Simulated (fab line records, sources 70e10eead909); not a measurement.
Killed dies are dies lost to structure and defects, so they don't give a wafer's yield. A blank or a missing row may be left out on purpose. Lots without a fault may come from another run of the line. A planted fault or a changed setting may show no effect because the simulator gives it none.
Chamber matching | flow nand_harc | NHARC_A_CONTACT_DEP_29 on pecvd-03: 3 sister chambers
The step deposits SiON, target thk 70 nm. 3 wafers are shown with their chamber, then 9 later ones without.

WAFERS WITH THEIR CHAMBER
wafer  | chamber | heater_power_w (W)
L086.1 | 2       | 653
L086.2 | 0       | 869
L086.4 | 1       | 831

WAFERS WITHOUT THEIR CHAMBER
wafer  | heater_power_w (W)
L091.1 | 825
L091.3 | 624
L091.4 | 820
L095.1 | 734
L095.2 | 725
L095.4 | 736
L097.3 | 814
L097.5 | 674
L097.6 | 729

WHICH CHAMBER EACH WENT THROUGH
wafer  | from the rows above          | in truth
L091.1 | can't be placed: 1 or 0      | 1
L091.3 | 2                            | 2
L091.4 | can't be placed: 1 or 0      | 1
L095.1 | can't be placed: 2 or 1 or 0 | 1
L095.2 | can't be placed: 2 or 1 or 0 | 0
L095.4 | can't be placed: 2 or 1 or 0 | 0
L097.3 | can't be placed: 1 or 0      | 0
L097.5 | 2                            | 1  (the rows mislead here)
L097.6 | can't be placed: 2 or 1 or 0 | 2
Placed correctly: 1 of 9. Can't be placed from these rows: 7 (the true chamber is among the candidates in 7). Placed wrongly: 1.
How it was worked out, from the rows above alone: a wafer's distance from a chamber is the root of the sum, over the readings, of the square of ((its reading less the chamber's mean) divided by the reading's scatter). The wafer belongs to the nearest chamber; if the next one is less than 2 further off, it can't be placed. A chamber's mean is the mean of its shown wafers. The scatter: with one shown wafer a chamber, the root of the mean of the squares of how far each hidden wafer lies from its nearest shown one.
